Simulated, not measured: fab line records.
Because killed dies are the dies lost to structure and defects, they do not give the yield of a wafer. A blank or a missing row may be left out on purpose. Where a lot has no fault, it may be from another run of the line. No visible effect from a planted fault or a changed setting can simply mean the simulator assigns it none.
8D (eight disciplines) problem report, filled in by code ; flow nand harc ; the parts of the form that need people (team, actions taken, sign-off) are left out

## 1. THE ISSUE
At NHARC_P_M1_SOFTBAKE_04, heater power total W averages 173.58 W over 6 wafers from 2 lots, while fault-free wafers read 188.47 W, standard deviation 0.14. That is -99 or more standard deviations from the usual mean.
The step: time 55 s.
Earliest sighting: wafer L291.1 on litho track-01 at day 9 09:00. The record has a number at this step for 36 wafers belonging to 12 lots. Rule for "out", or "out of limits": more than 4 standard deviations from the usual mean. Any other wafer with a number is counted as sound.

## 2. WHAT THIS IS AND IS NOT
question;is;is not
which readings at this step;heater power total W;chill plate temp C
which lots;L291, L293;L277, L278, L281, L282, L283, L285, L287, L294, L295, L299
which wafers of those lots;all that have a number;-
read on which tools;litho track-01;litho track-04, litho track-06
when;from day 9 09:00;"up to then (21 sound wafers); but 9 sound wafers of L294, L295, L299 came after"

## 3. WHAT RULES OUT EACH SUSPECT
Counting: a tool at any process step up to the reading remains a suspect when it ran all the lots that are out and ran no sound lot after the first of those.
- pvd sputter-01 at NHARC_P_M0_PRE_CLEAN_29 (time 30 s): ruled out as a lasting fault. The sound lots L294, L299 went through it after L291, its earliest lot that is out (day 9 08:58). With no start given for some of its lots, NHARC_P_M0_PRE_CLEAN_29 uses the hours and lot order of NHARC_P_M0_INSPECT_27.
- litho track-01 at NHARC_P_M1_SOFTBAKE_04 (time 55 s): kept. It ran every lot that is out, first L291 (day 9 09:00), and no sound lot after that; its last sound lot up to then is L287 (day 8 21:00). Out on those wafers are its own readings of heater power total W.
Remaining after the count: litho track-01 at NHARC_P_M1_SOFTBAKE_04.

## 4. THE CAUSE (what the simulator had put in)
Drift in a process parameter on litho track-01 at NHARC_P_M1_SOFTBAKE_04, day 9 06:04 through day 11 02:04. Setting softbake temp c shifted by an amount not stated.
This tool alone remained once counting was done.

## 5. THE EFFECT CHAIN, in route order
One row per reading whose mean, taken over the struck wafers that have a number, lies over 3 standard deviations from the usual. Only readings for which the record gives a usual standard deviation are gone through. hours: the time from each lot's start at the first step in this table that gives one to its start at this step, as a median over the lots. sigmas: the change in usual standard deviations.
hours;step;reading;usual;on struck wafers;change;sigmas
0;NHARC_P_M1_SOFTBAKE_04;heater power total W;188.47 W;173.58;-14.89;-99 or more
Process steps it contains:
- NHARC_P_M1_SOFTBAKE_04: time 55 s.

## 6. WHAT WOULD HAVE CAUGHT IT SOONER
In this record the first reading out of limits was taken at day 9 09:00, 3 hours after the fault began at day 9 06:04.
